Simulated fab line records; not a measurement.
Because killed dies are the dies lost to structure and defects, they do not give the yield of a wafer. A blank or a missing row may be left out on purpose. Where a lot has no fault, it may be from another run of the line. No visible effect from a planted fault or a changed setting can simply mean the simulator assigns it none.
fab line records / flow nand-harc / part 2 of 2: steps 31 to 39 of 39
record: lots: 5 wafers: 15 last-day: 25
route steps=1159 shown A_M1@1047 A_BONDPAD@1059
lots with no fault: from the same line, run without faults
start-h: hours from the record's opening day to when the first of the lot's shown wafers began / wait-h: how many hours have passed since the lot's step before this one / " the same as in the row above / L1.1+2: one row covering several wafers at once / - no value present, or no start provided / * or withheld: withheld / < > ~ a bound
route shown NAME@n: names a module that has steps shown in the file, with the first one's number in the route / usual: the fault-free wafers' mean and standard deviation / same: alike in all rows / chamber/n: place in a boat / sites: each site's reading / _std_site: standard deviation of those values / _edge_site: inner sites' mean taken away from outer sites' mean / radius-mm: how far each site lies from the wafer's centre / mask NAME#n: copy n / behind: the last tool/chamber to shape the wafer / hold: why the lot was held/for how many hours/how that ended / device: which transistor (n, p or np) failed to switch / end of line: the same wafers' tests at the end of the route / step lacking rows: just its recipe / killed: the dies lost at the first sort to structure and to defects; this is not the yield of the wafer / map: a wafer's dies, marking killed ones x, the rest . and places with no die _
set.NAME: the setting that was run; set.NAME@STEP: the one run at that earlier step / model.NAME: the simulator's own value behind a step, which no gauge read
lots seen at some steps along the route; tables by step, rows by wafer
services: from which hour (start-h, from the record's first day; less than 0 if before it) a tool's chamber was out of use, for how many hours, and why
== steps ==
step: NHARC_A_BONDPAD_CD_MEAS_13
usual: cd-nm: 497.5/2.6
lot.wafer=L077.2 tool=cd-sem-03 chamber=- start-h=416.03 wait-h=- cd-nm=494.5
lot.wafer=L077.4 tool=cd-sem-03 chamber=- start-h=416.03 wait-h=- cd-nm=496.4
lot.wafer=L077.6 tool=cd-sem-03 chamber=- start-h=416.03 wait-h=- cd-nm=492.6
lot.wafer=L088.1 tool=cd-sem-01 chamber=- start-h=512.59 wait-h=- cd-nm=492.3
lot.wafer=L088.3 tool=cd-sem-01 chamber=- start-h=512.59 wait-h=- cd-nm=496.4
lot.wafer=L088.4 tool=cd-sem-01 chamber=- start-h=512.59 wait-h=- cd-nm=496.4
lot.wafer=L090.2 tool=cd-sem-01 chamber=- start-h=526.34 wait-h=- cd-nm=496.7
lot.wafer=L090.5 tool=cd-sem-01 chamber=- start-h=526.34 wait-h=- cd-nm=497.4
lot.wafer=L090.6 tool=cd-sem-01 chamber=- start-h=526.34 wait-h=- cd-nm=500.8
lot.wafer=L095.1 tool=cd-sem-01 chamber=- start-h=538.82 wait-h=- cd-nm=497.8
lot.wafer=L095.3 tool=cd-sem-01 chamber=- start-h=538.82 wait-h=- cd-nm=498.9
lot.wafer=L095.5 tool=cd-sem-01 chamber=- start-h=538.82 wait-h=- cd-nm=500.7
lot.wafer=L093.1 tool=cd-sem-02 chamber=- start-h=548.02 wait-h=- cd-nm=492.8
lot.wafer=L093.3 tool=cd-sem-02 chamber=- start-h=548.02 wait-h=- cd-nm=492.9
lot.wafer=L093.6 tool=cd-sem-02 chamber=- start-h=548.02 wait-h=- cd-nm=498.3
step: NHARC_A_BONDPAD_STRIP_15
recipe: o2-flow-sccm: 500 ar-flow-sccm: 0 bias-w: 0 chemistry: O2
usual: drypump-motor-current-A: 5.7/0.57 oes-product-au: 1.006/0.016 rf-vpp-V: 58.0/1 showerhead-plenum-p-Torr: 3.60/0.18 throttle-valve-pct: 17.036/0.0085
same: bias-w: 0
lot.wafer=L077.2 tool=rie-diel-02 chamber=2 start-h=416.12 wait-h=0.1 drypump-motor-current-A=5.7 oes-product-au=1.049 rf-hours-counter-h=3 rf-vpp-V=57.2 showerhead-plenum-p-Torr=3.79 throttle-valve-pct=17.048
lot.wafer=L077.4 tool=rie-diel-02 chamber=0 start-h=416.12 wait-h=0.1 drypump-motor-current-A=5.1 oes-product-au=1.012 rf-hours-counter-h=3 rf-vpp-V=58.0 showerhead-plenum-p-Torr=3.39 throttle-valve-pct=17.044
lot.wafer=L077.6 tool=rie-diel-02 chamber=2 start-h=416.12 wait-h=0.1 drypump-motor-current-A=5.7 oes-product-au=1.056 rf-hours-counter-h=- rf-vpp-V=59.6 showerhead-plenum-p-Torr=3.79 throttle-valve-pct=17.046
lot.wafer=L088.4 tool=rie-diel-07 chamber=0 start-h=512.68 wait-h=0.1 drypump-motor-current-A=5.3 oes-product-au=1.012 rf-hours-counter-h=30 rf-vpp-V=60.2 showerhead-plenum-p-Torr=3.79 throttle-valve-pct=17.032
lot.wafer=L088.1 tool=rie-diel-07 chamber=1 start-h=512.68 wait-h=0.1 drypump-motor-current-A=6.4 oes-product-au=1.029 rf-hours-counter-h=31 rf-vpp-V=58.7 showerhead-plenum-p-Torr=3.60 throttle-valve-pct=17.032
lot.wafer=L088.3 tool=rie-diel-07 chamber=2 start-h=512.68 wait-h=0.1 drypump-motor-current-A=6.7 oes-product-au=0.999 rf-hours-counter-h=35 rf-vpp-V=56.7 showerhead-plenum-p-Torr=3.44 throttle-valve-pct=17.038
lot.wafer=L090.2 tool=rie-diel-02 chamber=1 start-h=526.43 wait-h=0.1 drypump-motor-current-A=6.7 oes-product-au=1.013 rf-hours-counter-h=1 rf-vpp-V=58.5 showerhead-plenum-p-Torr=3.63 throttle-valve-pct=17.051
lot.wafer=L090.5 tool=rie-diel-02 chamber=0 start-h=526.43 wait-h=0.1 drypump-motor-current-A=5.1 oes-product-au=1.013 rf-hours-counter-h=- rf-vpp-V=56.5 showerhead-plenum-p-Torr=3.39 throttle-valve-pct=17.044
lot.wafer=L090.6 tool=rie-diel-02 chamber=1 start-h=526.43 wait-h=0.1 drypump-motor-current-A=6.7 oes-product-au=1.002 rf-hours-counter-h=- rf-vpp-V=59.7 showerhead-plenum-p-Torr=3.63 throttle-valve-pct=17.038
lot.wafer=L095.3 tool=rie-diel-07 chamber=0 start-h=538.91 wait-h=0.1 drypump-motor-current-A=5.3 oes-product-au=1.019 rf-hours-counter-h=41 rf-vpp-V=57.1 showerhead-plenum-p-Torr=3.78 throttle-valve-pct=17.048
lot.wafer=L095.1 tool=rie-diel-07 chamber=2 start-h=538.91 wait-h=0.1 drypump-motor-current-A=6.7 oes-product-au=0.999 rf-hours-counter-h=47 rf-vpp-V=57.2 showerhead-plenum-p-Torr=3.43 throttle-valve-pct=17.030
lot.wafer=L095.5 tool=rie-diel-07 chamber=0 start-h=538.91 wait-h=0.1 drypump-motor-current-A=5.3 oes-product-au=1.005 rf-hours-counter-h=- rf-vpp-V=59.0 showerhead-plenum-p-Torr=3.78 throttle-valve-pct=17.029
lot.wafer=L093.1 tool=rie-diel-02 chamber=2 start-h=548.13 wait-h=0.1 drypump-motor-current-A=5.7 oes-product-au=1.010 rf-hours-counter-h=1 rf-vpp-V=57.2 showerhead-plenum-p-Torr=3.79 throttle-valve-pct=17.037
lot.wafer=L093.3 tool=rie-diel-02 chamber=3 start-h=548.13 wait-h=0.1 drypump-motor-current-A=5.2 oes-product-au=1.003 rf-hours-counter-h=2 rf-vpp-V=58.7 showerhead-plenum-p-Torr=3.78 throttle-valve-pct=17.041
lot.wafer=L093.6 tool=rie-diel-02 chamber=0 start-h=548.13 wait-h=0.1 drypump-motor-current-A=5.1 oes-product-au=0.998 rf-hours-counter-h=- rf-vpp-V=57.2 showerhead-plenum-p-Torr=3.39 throttle-valve-pct=17.020
step: NHARC_A_BONDPAD_ETCH_24
recipe: target-depth-a: 300 over-etch-frac: 0.3 time-s: 72.99 ion-energy-ev: 150 cf4-flow-sccm: 50 n2-flow-sccm: 100 ar-flow-sccm: 150 rf-w: 300 bias-w: 100 chemistry: CF4/N2
usual: bias-w: 99.98/0.29 drypump-motor-current-A: 5.6/0.56 oes-product-au: 1.007/0.015 rf-vpp-V: 315.1/2.3 showerhead-plenum-p-Torr: 2.68/0.13 throttle-valve-pct: 19.794/0.0086
lot.wafer=L077.4 tool=rie-diel-02 chamber=3 start-h=- wait-h=- bias-w=99.52 drypump-motor-current-A=5.2 oes-product-au=0.993 rf-hours-counter-h=3 rf-vpp-V=317.7 showerhead-plenum-p-Torr=2.82 throttle-valve-pct=19.775
lot.wafer=L077.2 tool=rie-diel-02 chamber=0 start-h=- wait-h=- bias-w=100.21 drypump-motor-current-A=5.1 oes-product-au=1.004 rf-hours-counter-h=3 rf-vpp-V=312.6 showerhead-plenum-p-Torr=2.52 throttle-valve-pct=19.791
lot.wafer=L077.6 tool=rie-diel-02 chamber=0 start-h=- wait-h=- bias-w=99.98 drypump-motor-current-A=5.1 oes-product-au=1.001 rf-hours-counter-h=- rf-vpp-V=313.2 showerhead-plenum-p-Torr=2.52 throttle-valve-pct=19.784
lot.wafer=L088.1 tool=rie-diel-07 chamber=0 start-h=- wait-h=- bias-w=99.96 drypump-motor-current-A=5.3 oes-product-au=1.009 rf-hours-counter-h=30 rf-vpp-V=316.6 showerhead-plenum-p-Torr=2.82 throttle-valve-pct=19.802
lot.wafer=L088.3 tool=rie-diel-07 chamber=1 start-h=- wait-h=- bias-w=99.84 drypump-motor-current-A=6.4 oes-product-au=1.017 rf-hours-counter-h=31 rf-vpp-V=315.3 showerhead-plenum-p-Torr=2.68 throttle-valve-pct=19.798
lot.wafer=L088.4 tool=rie-diel-07 chamber=2 start-h=- wait-h=- bias-w=99.75 drypump-motor-current-A=6.7 oes-product-au=0.997 rf-hours-counter-h=35 rf-vpp-V=313.4 showerhead-plenum-p-Torr=2.56 throttle-valve-pct=19.788
lot.wafer=L090.2 tool=rie-diel-02 chamber=2 start-h=- wait-h=- bias-w=99.57 drypump-motor-current-A=5.7 oes-product-au=1.015 rf-hours-counter-h=1 rf-vpp-V=315.9 showerhead-plenum-p-Torr=2.82 throttle-valve-pct=19.781
lot.wafer=L090.6 tool=rie-diel-02 chamber=3 start-h=- wait-h=- bias-w=99.66 drypump-motor-current-A=5.2 oes-product-au=1.002 rf-hours-counter-h=- rf-vpp-V=317.2 showerhead-plenum-p-Torr=2.81 throttle-valve-pct=19.801
lot.wafer=L090.5 tool=rie-diel-02 chamber=0 start-h=- wait-h=- bias-w=99.50 drypump-motor-current-A=5.0 oes-product-au=1.013 rf-hours-counter-h=- rf-vpp-V=311.5 showerhead-plenum-p-Torr=2.52 throttle-valve-pct=19.787
lot.wafer=L095.3 tool=rie-diel-07 chamber=0 start-h=- wait-h=- bias-w=99.62 drypump-motor-current-A=5.3 oes-product-au=1.026 rf-hours-counter-h=41 rf-vpp-V=318.3 showerhead-plenum-p-Torr=2.82 throttle-valve-pct=19.796
lot.wafer=L095.1 tool=rie-diel-07 chamber=1 start-h=- wait-h=- bias-w=100.79 drypump-motor-current-A=6.4 oes-product-au=1.027 rf-hours-counter-h=42 rf-vpp-V=315.6 showerhead-plenum-p-Torr=2.67 throttle-valve-pct=19.791
lot.wafer=L095.5 tool=rie-diel-07 chamber=3 start-h=- wait-h=- bias-w=99.88 drypump-motor-current-A=5.4 oes-product-au=0.991 rf-hours-counter-h=- rf-vpp-V=315.0 showerhead-plenum-p-Torr=2.77 throttle-valve-pct=19.799
lot.wafer=L093.1 tool=rie-diel-02 chamber=1 start-h=- wait-h=- bias-w=99.75 drypump-motor-current-A=6.6 oes-product-au=0.994 rf-hours-counter-h=1 rf-vpp-V=314.8 showerhead-plenum-p-Torr=2.70 throttle-valve-pct=19.795
lot.wafer=L093.3 tool=rie-diel-02 chamber=3 start-h=- wait-h=- bias-w=99.69 drypump-motor-current-A=5.3 oes-product-au=1.021 rf-hours-counter-h=2 rf-vpp-V=317.5 showerhead-plenum-p-Torr=2.81 throttle-valve-pct=19.786
lot.wafer=L093.6 tool=rie-diel-02 chamber=1 start-h=- wait-h=- bias-w=99.63 drypump-motor-current-A=6.7 oes-product-au=0.993 rf-hours-counter-h=- rf-vpp-V=316.0 showerhead-plenum-p-Torr=2.70 throttle-valve-pct=19.793
step: NHARC_A_BONDPAD_STRIP_16
recipe: time-s: 600 temp-c: 30 chemistry: post-etch-residue-remover
lot.wafer=L077.4+2+6 tool=wet-bench-10 chamber=5,7,0 start-h=416.39 wait-h=-
lot.wafer=L088.1+4+3 tool=wet-bench-10 chamber=2,3,7 start-h=512.98 wait-h=-
lot.wafer=L090.2+6+5 tool=wet-bench-10 chamber=5,1,2 start-h=526.69 wait-h=-
lot.wafer=L095.1+3+5 tool=wet-bench-08 chamber=1,5,6 start-h=539.19 wait-h=-
lot.wafer=L093.1+6+3 tool=wet-bench-10 chamber=6,7,1 start-h=548.38 wait-h=-
step: NHARC_A_BONDPAD_DEGAS_25
recipe: temp-c: 300 time-s: 60
usual: heater-power-w: 467/50
lot.wafer=L077.2 tool=pvd-sputter-03 chamber=- start-h=416.65 wait-h=- heater-power-w=519
lot.wafer=L077.4 tool=pvd-sputter-03 chamber=- start-h=416.65 wait-h=- heater-power-w=465
lot.wafer=L077.6 tool=pvd-sputter-03 chamber=- start-h=416.65 wait-h=- heater-power-w=509
lot.wafer=L088.1 tool=pvd-sputter-02 chamber=- start-h=513.25 wait-h=- heater-power-w=558
lot.wafer=L088.3 tool=pvd-sputter-02 chamber=- start-h=513.25 wait-h=- heater-power-w=418
lot.wafer=L088.4 tool=pvd-sputter-02 chamber=- start-h=513.25 wait-h=- heater-power-w=450
lot.wafer=L090.2 tool=pvd-sputter-02 chamber=- start-h=526.98 wait-h=- heater-power-w=452
lot.wafer=L090.5 tool=pvd-sputter-02 chamber=- start-h=526.98 wait-h=- heater-power-w=562
lot.wafer=L090.6 tool=pvd-sputter-02 chamber=- start-h=526.98 wait-h=- heater-power-w=457
lot.wafer=L095.3 tool=pvd-sputter-03 chamber=- start-h=539.46 wait-h=- heater-power-w=442
lot.wafer=L095.1 tool=pvd-sputter-03 chamber=- start-h=539.46 wait-h=- heater-power-w=504
lot.wafer=L095.5 tool=pvd-sputter-03 chamber=- start-h=539.46 wait-h=- heater-power-w=462
lot.wafer=L093.3 tool=pvd-sputter-01 chamber=- start-h=548.65 wait-h=- heater-power-w=522
lot.wafer=L093.1 tool=pvd-sputter-01 chamber=- start-h=548.65 wait-h=- heater-power-w=511
lot.wafer=L093.6 tool=pvd-sputter-01 chamber=- start-h=548.65 wait-h=- heater-power-w=356
step: NHARC_A_BONDPAD_PRE_CLEAN_26
recipe: time-s: 30 temp-c: 280 gas: H2/He
usual: heater-power-w: 409/44
lot.wafer=L077.4 tool=pvd-sputter-03 chamber=- start-h=- wait-h=- heater-power-w=389
lot.wafer=L077.2 tool=pvd-sputter-03 chamber=- start-h=- wait-h=- heater-power-w=409
lot.wafer=L077.6 tool=pvd-sputter-03 chamber=- start-h=- wait-h=- heater-power-w=400
lot.wafer=L088.1 tool=pvd-sputter-02 chamber=- start-h=- wait-h=- heater-power-w=400
lot.wafer=L088.4 tool=pvd-sputter-02 chamber=- start-h=- wait-h=- heater-power-w=362
lot.wafer=L088.3 tool=pvd-sputter-02 chamber=- start-h=- wait-h=- heater-power-w=391
lot.wafer=L090.2 tool=pvd-sputter-02 chamber=- start-h=- wait-h=- heater-power-w=398
lot.wafer=L090.6 tool=pvd-sputter-02 chamber=- start-h=- wait-h=- heater-power-w=387
lot.wafer=L090.5 tool=pvd-sputter-02 chamber=- start-h=- wait-h=- heater-power-w=482
lot.wafer=L095.3 tool=pvd-sputter-03 chamber=- start-h=- wait-h=- heater-power-w=445
lot.wafer=L095.1 tool=pvd-sputter-03 chamber=- start-h=- wait-h=- heater-power-w=410
lot.wafer=L095.5 tool=pvd-sputter-03 chamber=- start-h=- wait-h=- heater-power-w=395
lot.wafer=L093.1 tool=pvd-sputter-01 chamber=- start-h=- wait-h=- heater-power-w=451
lot.wafer=L093.3 tool=pvd-sputter-01 chamber=- start-h=- wait-h=- heater-power-w=456
lot.wafer=L093.6 tool=pvd-sputter-01 chamber=- start-h=- wait-h=- heater-power-w=458
step: NHARC_A_BONDPAD_PVD_17
recipe: target-thk-a: 50 bias-v: 168.6 power-w: 15000 chamber-pressure-pa: 0.12 time-s: 8.06 substrate-temp-c: 50 material: TaN
usual: throttle-valve-pct: 30.5/0.85
lot.wafer=L077.4 tool=pvd-sputter-03 chamber=- start-h=- wait-h=- throttle-valve-pct=30.5
lot.wafer=L077.2 tool=pvd-sputter-03 chamber=- start-h=- wait-h=- throttle-valve-pct=30.6
lot.wafer=L077.6 tool=pvd-sputter-03 chamber=- start-h=- wait-h=- throttle-valve-pct=31.7
lot.wafer=L088.3 tool=pvd-sputter-02 chamber=- start-h=- wait-h=- throttle-valve-pct=32.0
lot.wafer=L088.4 tool=pvd-sputter-02 chamber=- start-h=- wait-h=- throttle-valve-pct=30.0
lot.wafer=L088.1 tool=pvd-sputter-02 chamber=- start-h=- wait-h=- throttle-valve-pct=28.1
lot.wafer=L090.2 tool=pvd-sputter-02 chamber=- start-h=- wait-h=- throttle-valve-pct=32.0
lot.wafer=L090.5 tool=pvd-sputter-02 chamber=- start-h=- wait-h=- throttle-valve-pct=32.2
lot.wafer=L090.6 tool=pvd-sputter-02 chamber=- start-h=- wait-h=- throttle-valve-pct=29.5
lot.wafer=L095.3 tool=pvd-sputter-03 chamber=- start-h=- wait-h=- throttle-valve-pct=30.6
lot.wafer=L095.1 tool=pvd-sputter-03 chamber=- start-h=- wait-h=- throttle-valve-pct=30.3
lot.wafer=L095.5 tool=pvd-sputter-03 chamber=- start-h=- wait-h=- throttle-valve-pct=31.1
lot.wafer=L093.3 tool=pvd-sputter-01 chamber=- start-h=- wait-h=- throttle-valve-pct=30.7
lot.wafer=L093.1 tool=pvd-sputter-01 chamber=- start-h=- wait-h=- throttle-valve-pct=29.7
lot.wafer=L093.6 tool=pvd-sputter-01 chamber=- start-h=- wait-h=- throttle-valve-pct=31.0
step: NHARC_A_BONDPAD_PVD_27
recipe: target-thk-a: 300 chamber-pressure-pa: 5 power-w: 5000 substrate-temp-c: 30 time-s: 20.49 material: Cu
usual: throttle-valve-pct: 30.5/0.86
lot.wafer=L077.4 tool=pvd-sputter-03 chamber=- start-h=- wait-h=- throttle-valve-pct=31.0
lot.wafer=L077.2 tool=pvd-sputter-03 chamber=- start-h=- wait-h=- throttle-valve-pct=30.5
lot.wafer=L077.6 tool=pvd-sputter-03 chamber=- start-h=- wait-h=- throttle-valve-pct=30.5
lot.wafer=L088.3 tool=pvd-sputter-02 chamber=- start-h=- wait-h=- throttle-valve-pct=31.6
lot.wafer=L088.4 tool=pvd-sputter-02 chamber=- start-h=- wait-h=- throttle-valve-pct=29.9
lot.wafer=L088.1 tool=pvd-sputter-02 chamber=- start-h=- wait-h=- throttle-valve-pct=28.3
lot.wafer=L090.2 tool=pvd-sputter-02 chamber=- start-h=- wait-h=- throttle-valve-pct=29.9
lot.wafer=L090.5 tool=pvd-sputter-02 chamber=- start-h=- wait-h=- throttle-valve-pct=31.9
lot.wafer=L090.6 tool=pvd-sputter-02 chamber=- start-h=- wait-h=- throttle-valve-pct=29.5
lot.wafer=L095.1 tool=pvd-sputter-03 chamber=- start-h=- wait-h=- throttle-valve-pct=31.1
lot.wafer=L095.3 tool=pvd-sputter-03 chamber=- start-h=- wait-h=- throttle-valve-pct=31.5
lot.wafer=L095.5 tool=pvd-sputter-03 chamber=- start-h=- wait-h=- throttle-valve-pct=30.8
lot.wafer=L093.3 tool=pvd-sputter-01 chamber=- start-h=- wait-h=- throttle-valve-pct=30.6
lot.wafer=L093.1 tool=pvd-sputter-01 chamber=- start-h=- wait-h=- throttle-valve-pct=30.6
lot.wafer=L093.6 tool=pvd-sputter-01 chamber=- start-h=- wait-h=- throttle-valve-pct=30.0
step: NHARC_A_BONDPAD_ECD_18
recipe: target-thk-a: 4000 bath-temp-c: 25 material: Cu
lot.wafer=L077.2+4+6 tool=ecd-cu-02 chamber=1 start-h=417.03 wait-h=-
lot.wafer=L088.1+4+3 tool=ecd-cu-02 chamber=1,1,0 start-h=513.67 wait-h=-
lot.wafer=L090.2+6+5 tool=ecd-cu-01 chamber=1,0,1 start-h=527.40 wait-h=-
lot.wafer=L095.1+3+5 tool=ecd-cu-01 chamber=1 start-h=539.82 wait-h=-
lot.wafer=L093.1+3+6 tool=ecd-cu-01 chamber=0 start-h=549.02 wait-h=-
== services ==
tool=cmp-04 chamber=- start-h=388.24 hours=0.5 kind=repair
tool=pvd-sputter-02 chamber=- start-h=392.00 hours=10.0 kind=pm
tool=pvd-sputter-03 chamber=- start-h=392.28 hours=1.3 kind=repair
tool=cmp-04 chamber=- start-h=399.00 hours=4.0 kind=pm
tool=rie-diel-05 chamber=1 start-h=402.40 hours=9.1 kind=repair
tool=rie-diel-05 chamber=3 start-h=404.23 hours=2.5 kind=repair
tool=wet-bench-08 chamber=- start-h=406.40 hours=8.0 kind=pm
tool=pvd-sputter-02 chamber=- start-h=411.50 hours=4.1 kind=repair
tool=litho-track-05 chamber=- start-h=412.00 hours=7.0 kind=pm
tool=wet-bench-10 chamber=- start-h=423.20 hours=8.0 kind=pm
tool=ecd-cu-01 chamber=- start-h=448.00 hours=8.0 kind=pm
tool=pvd-sputter-03 chamber=- start-h=458.04 hours=10.0 kind=pm
tool=rie-diel-02 chamber=1 start-h=468.14 hours=5.0 kind=repair
tool=pvd-sputter-01 chamber=- start-h=473.36 hours=1.2 kind=repair
tool=pecvd-03 chamber=- start-h=475.11 hours=13.0 kind=pm
tool=pvd-sputter-03 chamber=- start-h=476.42 hours=1.3 kind=repair
tool=pvd-sputter-02 chamber=- start-h=481.35 hours=2.7 kind=repair
tool=rie-diel-05 chamber=2 start-h=490.41 hours=3.5 kind=repair
tool=rie-diel-05 chamber=1 start-h=500.95 hours=8.1 kind=repair
tool=rie-diel-02 chamber=- start-h=504.74 hours=9.0 kind=pm
tool=pvd-sputter-01 chamber=- start-h=514.01 hours=10.0 kind=pm
tool=litho-track-02 chamber=- start-h=515.00 hours=7.0 kind=pm
tool=rie-diel-05 chamber=- start-h=518.63 hours=9.0 kind=pm
tool=pvd-sputter-01 chamber=- start-h=527.49 hours=1.4 kind=repair
